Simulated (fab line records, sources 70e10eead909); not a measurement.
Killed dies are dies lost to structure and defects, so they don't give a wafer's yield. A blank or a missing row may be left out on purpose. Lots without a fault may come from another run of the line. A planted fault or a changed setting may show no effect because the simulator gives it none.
fab line records | flow nand_harc
record lots=13 wafers=37 last_day=25
route steps=1159 shown A_CHANNEL_FILL_D1@494 END@1159
lots that met no fault: from a run of the same line without faults
start_h: hours from the record's first day to the start of the lot's first wafer shown | wait_h: hours since the lot's step before | " the same as in the row above | L1.1+2: a row that stands for several wafers | - no value, or no start given | * or withheld: withheld | < > ~ a bound
route shown NAME@n: a module of which the file shows steps, and the number in the route of the first | usual: mean/standard deviation of fault-free wafers | same: alike in all rows | chamber/n: place in a boat | sites: the reading at each site | _std_site: their standard deviation | _edge_site: outer sites' mean less inner sites' | radius_mm: how far each site lies from the wafer's centre | mask NAME#n: copy n | behind: the tool/chamber that last shaped the wafer | hold: why the lot was held/for how many hours/how that ended | device: the transistor (n, p or np) that didn't switch | end of line: the same wafers' tests at the end of the route | a step without rows: its recipe alone | killed: dies lost to structure and defects at the first sort, not the wafer's yield | map: a wafer's dies, x killed, . not, _ none there
set.NAME: the setting as run; set.NAME@STEP: as run at that earlier step | model.NAME: the simulator's own value behind a step, which no gauge read
steps of the route over a sample of lots; a table a step, a row a wafer
services: from which hour (start_h, from the record's first day; less than 0 if before it) a tool's chamber was out of use, for how many hours, and why
## steps
# step NHARC_A_CHANNEL_FILL_D1_ALD_14
# recipe target_thk_a=25 pulse_time_s=10 ald_cycles=25 temp_c=300 material=SiO2
# usual heater_power_w=488/47 precursor_pulse_height_rel=0.999/0.021
# columns lot.wafer tool chamber start_h wait_h heater_power_w precursor_pulse_height_rel since_wet_clean_h
L366.2 ald_hk-02 2 193.77 2.8 518 1.023 82
L366.1 " 3 " " 445 1.000 82
L366.6 " 1 " " 470 1.014 -
L368.1 ald_hk-02 3 194.85 0.0 458 1.011 83
L368.2 " 0 " " 542 1.022 83
L368.5 " 3 " " 442 0.977 -
L367.4 ald_hk-02 1 195.18 0.4 483 1.021 83
L367.5 " 2 " " 509 1.002 -
L367.6 " 3 " " 445 1.018 -
L374.1 ald_hk-04 2 240.69 0.1 429 1.016 41
L380.4 ald_hk-01 2 270.37 0.1 531 0.980 32
L380.5 " 2 " " 513 0.987 -
L380.6 " 3 " " 470 0.954 -
L381.2 ald_hk-04 0 284.97 0.0 591 1.004 85
L381.1 " 3 " " 474 0.999 86
L381.5 " 1 " " 418 0.991 -
L379.1 ald_hk-04 2 289.21 0.0 432 0.988 90
L379.2 " 0 " " 614 0.996 90
L379.4 " 1 " " 427 1.010 90
L384.1 ald_hk-01 0 301.48 0.9 441 0.978 64
L384.4 " 1 " " 502 0.991 64
L384.3 " 2 " " 535 1.004 64
L385.3 ald_hk-01 2 301.74 1.2 539 1.012 64
L385.5 " 0 " " 433 0.985 -
L385.6 " 1 " " 493 0.981 -
L387.3 ald_hk-01 3 305.67 1.1 474 1.004 68
L387.5 " 0 " " 442 0.991 -
L387.6 " 1 " " 514 0.971 -
L386.1 ald_hk-01 2 305.82 1.3 535 1.039 68
L386.2 " 3 " " 465 0.974 68
L386.6 " 2 " " 548 0.995 -
L388.2 ald_hk-02 0 326.21 0.0 558 1.038 35
L388.1 " 1 " " 491 0.965 35
L388.4 " 2 " " 503 0.970 35
L389.1 ald_hk-02 3 338.23 2.9 441 1.019 47
L389.4 " 0 " " 562 0.997 47
L389.2 " 2 " " 496 0.999 47
# step NHARC_A_CHANNEL_FILL_D1_ETCHBACK_20
# recipe target_depth_a=270 time_s=13.5 c4f8_flow_sccm=withheld o2_flow_sccm=8 ar_flow_sccm=withheld rf_w=600 bias_w=1500 chemistry=C4F8/O2/Ar
# usual oes_product_au=0.96/0.036 rf_vpp_V=977/5.1
# same time_s=13.5
# columns lot.wafer tool chamber start_h wait_h oes_product_au rf_hours_counter_h rf_vpp_V
L367.4 rie_diel-10 3 210.77 - 0.94 0 981
L367.5 " 2 " " 0.93 - 987
L367.6 " 3 " " 0.95 - 979
L368.1 rie_diel-09 0 210.77 - 0.91 23 973
L368.2 " 1 " " 0.93 23 972
L368.5 " 2 " " 0.92 - 967
L366.2 rie_diel-13 2 210.78 - 0.93 3 976
L366.1 " 3 " " 0.93 3 982
L366.6 " 0 " " 0.93 - 979
L374.1 rie_diel-13 0 258.43 - 0.95 5 980
L380.4 rie_diel-13 3 288.78 - 0.99 0 979
L380.6 " 3 " " 0.99 - 981
L380.5 " 0 " " 1.00 - 980
L381.2 rie_diel-10 0 302.10 - 0.93 3 969
L381.1 " 3 " " 0.94 3 980
L381.5 " 1 " " 0.93 - 973
L379.4 rie_diel-10 3 306.37 - 0.94 3 980
L379.2 " 0 " " 0.92 3 972
L379.1 " 1 " " 0.92 2 973
L385.3 rie_diel-13 3 318.84 - 0.98 1 980
L385.5 " 3 " " 0.98 - 982
L385.6 " 0 " " 1.00 - 978
L384.4 rie_diel-10 0 318.85 - 0.94 3 970
L384.3 " 2 " " 0.94 3 987
L384.1 " 3 " " 0.95 3 981
L386.2 rie_diel-10 3 322.68 - 0.94 3 980
L386.1 " 0 " " 0.93 3 971
L386.6 " 0 " " 0.94 - 970
L387.3 rie_diel-13 0 322.70 - 1.00 1 979
L387.5 " 2 " " 1.01 - 977
L387.6 " 3 " " 0.98 - 981
L388.2 rie_diel-10 0 346.55 - 0.93 4 970
L388.4 " 1 " " 0.92 4 974
L388.1 " 3 " " 0.94 4 981
L389.2 rie_diel-13 1 355.34 - 0.99 3 973
L389.1 " 2 " " 1.01 3 977
L389.4 " 2 " " 1.00 - 977
# step NHARC_A_CHANNEL_FILL_D1_ALD_25
# recipe target_thk_a=600 pulse_time_s=10 ald_cycles=600 temp_c=300 material=SiOx
# usual heater_power_w=487/51 precursor_pulse_height_rel=0.998/0.018
# columns lot.wafer tool chamber start_h wait_h heater_power_w precursor_pulse_height_rel since_wet_clean_h
L366.2 ald_hk-01 1 222.63 0.1 514 1.045 164
L366.1 " 2 " " 503 1.002 164
L366.6 " 1 225.13 2.6 496 1.007 -
L367.4 ald_hk-02 0 222.66 0.1 546 0.980 112
L367.5 " 0 225.15 2.6 532 0.997 -
L367.6 " 1 " " 468 0.988 -
L368.2 ald_hk-04 2 223.38 0.8 434 1.014 25
L368.1 " 0 224.62 2.0 588 1.021 26
L368.5 " 1 " " 428 1.024 -
L374.1 ald_hk-04 1 270.64 0.7 428 1.007 72
L380.4 ald_hk-02 0 300.29 0.0 577 0.996 10
L380.5 " 0 302.75 2.5 559 0.983 -
L380.6 " 1 " " 504 1.012 -
L381.1 ald_hk-01 1 316.08 0.7 493 0.983 79
L381.2 " 3 317.33 1.9 473 0.995 81
L381.5 " 1 318.57 3.2 494 0.970 -
L379.4 ald_hk-02 2 317.72 2.3 501 0.976 27
L379.2 " 3 " " 451 1.017 28
L379.1 " 0 " " 564 1.026 29
L384.1 ald_hk-04 1 330.69 0.1 431 0.994 132
L384.3 " 2 " " 436 0.982 133
L384.4 " 0 332.54 1.9 590 1.008 134
L385.3 ald_hk-01 1 331.30 0.7 488 0.992 95
L385.6 " 0 333.14 2.5 432 1.012 -
L385.5 " 1 " " 495 0.995 -
L386.2 ald_hk-04 3 334.62 0.2 493 0.998 136
L386.1 " 0 " " 595 1.004 137
L386.6 " 3 337.09 2.6 467 0.990 -
L387.3 ald_hk-01 0 335.48 1.0 428 0.983 99
L387.6 " 3 337.33 2.9 468 0.969 -
L387.5 " 0 " " 434 0.961 -
L388.1 ald_hk-02 3 358.93 0.7 448 1.001 69
L388.2 " 0 " " 567 0.971 69
L388.4 " 1 " " 499 1.012 70
L389.1 ald_hk-02 1 367.12 0.1 504 0.997 77
L389.4 " 2 " " 500 0.998 77
L389.2 " 0 368.98 1.9 570 1.015 79
# step NHARC_A_CHANNEL_FILL_D1_CMP_10
# recipe target_thk_nm=150
# usual motor_current_A=11.9/0.81 time_to_endpoint_s=14.7/1.8
# columns lot.wafer tool chamber start_h wait_h motor_current_A time_to_endpoint_s
L366.2 cmp-03 2 234.13 0.4 12.1 13.3
L366.1 " 3 " " 12.3 15.1
L366.6 " 1 " " 13.4 14.5
L368.1 cmp-01 3 234.13 0.4 12.5 15.0
L368.2 " 1 " " 13.8 11.4
L368.5 " 3 " " 12.4 14.8
L367.4 cmp-04 2 234.15 0.4 12.0 16.6
L367.6 " 0 " " 10.9 17.3
L367.5 " 1 " " 11.3 16.8
L374.1 cmp-04 1 281.41 0.6 11.5 18.7
L380.4 cmp-03 3 311.77 0.4 11.0 13.1
L380.6 " 0 " " 12.1 13.0
L380.5 " 1 " " 12.8 13.6
L381.2 cmp-01 1 326.89 0.4 14.2 10.2
L381.1 " 2 " " 10.6 11.8
L381.5 " 0 " " 11.6 13.7
L379.2 cmp-03 2 326.97 0.5 11.2 17.8
L379.4 " 3 " " 11.4 15.2
L379.1 " 1 " " 12.7 14.1
L384.1 cmp-04 3 342.16 0.4 11.9 13.3
L384.4 " 1 " " 10.9 13.7
L384.3 " 2 " " 12.0 13.0
L385.3 cmp-03 2 342.18 0.4 11.4 14.4
L385.6 " 0 " " 12.4 13.0
L385.5 " 1 " " 12.5 13.9
L386.1 cmp-01 1 346.14 0.4 13.3 13.0
L386.2 " 2 " " 10.9 14.0
L386.6 " 1 " " 13.2 12.5
L387.3 cmp-03 3 346.14 0.4 11.8 15.0
L387.6 " 2 " " 11.1 16.3
L387.5 " 3 " " 11.4 13.8
L388.4 cmp-01 0 370.03 0.4 11.4 14.9
L388.1 " 1 " " 13.7 12.1
L388.2 " 2 " " 11.1 14.9
L389.1 cmp-03 1 378.68 0.4 12.4 14.4
L389.4 " 2 " " 11.4 17.9
L389.2 " 0 " " 11.9 14.8
# step NHARC_A_CHANNEL_FILL_D1_INSPECT_13
# usual raw_defect_count=344/160
# columns lot.wafer tool chamber start_h wait_h hold raw_defect_count
L366.1 defect_inspect-01 - 234.72 0.2 - 256
L366.2 " - " " - 250
L366.6 " - " " - 312
L368.1 defect_inspect-02 - 234.74 0.2 - 330
L368.2 " - " " - 408
L368.5 " - " " - 371
L367.4 defect_inspect-02 - 234.89 0.1 - 586
L367.5 " - " " - 312
L367.6 " - " " - 576
L374.1 defect_inspect-02 - 282.02 0.2 await_dispo/0.2h/release 1131
L374.1 defect_inspect-02 - 282.19 0.2 - 1130
L380.4 defect_inspect-01 - 312.32 0.1 - 255
L380.5 " - " " - 216
L380.6 " - " " - 318
L381.1 defect_inspect-02 - 327.48 0.2 - 309
L381.2 " - " " - 178
L381.5 " - " " - 231
L379.1 defect_inspect-01 - 327.65 0.2 - 332
L379.2 " - " " - 506
L379.4 " - " " - 276
L385.3 defect_inspect-02 - 342.84 0.1 - 517
L385.5 " - " " - 296
L385.6 " - " " - 491
L384.1 defect_inspect-01 - 342.99 0.2 - 208
L384.3 " - " " - 166
L384.4 " - " " - 179
L387.3 defect_inspect-02 - 346.73 0.1 - 689
L387.5 " - " " - 430
L387.6 " - " " - 328
L386.1 defect_inspect-01 - 346.90 0.2 - 208
L386.2 " - " " - 204
L386.6 " - " " - 166
L388.1 defect_inspect-01 - 370.65 0.2 - 256
L388.2 " - " " - 631
L388.4 " - " " - 138
L389.1 defect_inspect-01 - 379.51 0.2 - 218
L389.2 " - " " - 314
L389.4 " - " " - 370
# step NHARC_END_SORT_01
# recipe temp_c=25
# usual killed_at_array=28/11 killed_at_other=0.5/0.85 killed_at_periphery=2.7/1.9 killed_dies=32/12 killed_open=3.3/1.6 killed_short=2.1/1.5
# same gross_dies=677
# columns lot.wafer tool chamber start_h wait_h killed_at_array killed_at_other killed_at_periphery killed_dies killed_open killed_short
L374.1 prober-01 0 498.43 2.5 514 1 1 516 0 1
# killed by level:class
L374.1 A_CHANNEL_FILL_D1:unspecified=496 A_SLIT:chamber_film_flake=7 A_CHANNEL_HOLE_D1:chamber_film_flake=5 A_BONDPAD:chamber_film_flake=2 A_WL_FILL:geometric_particle:short=1 P_GATE:chamber_film_flake=1 A_ZERO_WELL:chamber_film_flake=1 THIN_TSV:chamber_film_flake=1
## services
# columns tool chamber start_h hours kind
rie_diel-10 - 176.50 9.0 pm
cmp-01 - 179.66 4.0 pm
ald_hk-04 - 189.57 10.0 pm
rie_diel-10 2 194.80 4.1 repair
cmp-03 - 197.25 0.2 repair
cmp-04 - 202.10 0.7 repair
cmp-04 - 203.07 4.0 pm
cmp-01 - 213.80 3.7 repair
cmp-01 - 221.60 2.5 repair
ald_hk-01 - 228.00 10.0 pm
ald_hk-04 - 231.84 2.0 repair
cmp-04 - 243.15 0.5 repair
cmp-03 - 245.07 38.1 repair
rie_diel-13 - 276.00 9.0 pm
cmp-01 - 277.83 4.0 pm
ald_hk-02 - 281.52 10.0 pm
cmp-04 - 301.07 4.0 pm
cmp-04 - 311.77 0.7 repair
cmp-01 - 320.99 1.7 repair
rie_diel-13 0 349.91 9.2 repair
rie_diel-10 - 353.50 9.0 pm
cmp-01 - 368.70 0.5 repair
rie_diel-13 1 369.07 13.9 repair
cmp-01 - 375.83 4.0 pm
## key
first_sign step=NHARC_A_CHANNEL_FILL_D1_INSPECT_13 reading=visit direction=added
effect step=NHARC_A_CHANNEL_FILL_D1_INSPECT_13 reading=raw_defect_count direction=up sigmas=5 usual=344 struck=1131
effect step=NHARC_END_SORT_01 reading=killed_at_array direction=up sigmas=43 usual=28 struck=514
more_kills_born_at NHARC_A_CHANNEL_FILL_D1_CMP_10@cmp-04=496
met_at NHARC_A_CHANNEL_FILL_D1_CMP_10
struck_lots L374
struck_wafers L374.1
tester_left_out L374
not_acting_at NHARC_A_CHANNEL_FILL_D1_ALD_14,NHARC_A_CHANNEL_FILL_D1_ETCHBACK_20,NHARC_A_CHANNEL_FILL_D1_ALD_25
onset_between 234.15 281.41
fault kind=chamber_particle_source tool=cmp-04 chamber=1 onset_h=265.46 steps=NHARC_A_CHANNEL_FILL_D1_CMP_10 rate_per_visit_cm2=1.4163 end_h=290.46
# tester_left_out: of these lots the tester's yield and bins aren't shown, on N5 and GAA mostly nor the transistor test; their killed dies are dies lost to structure and defects alone, not to doping, threshold or leakage, so they don't give the yield
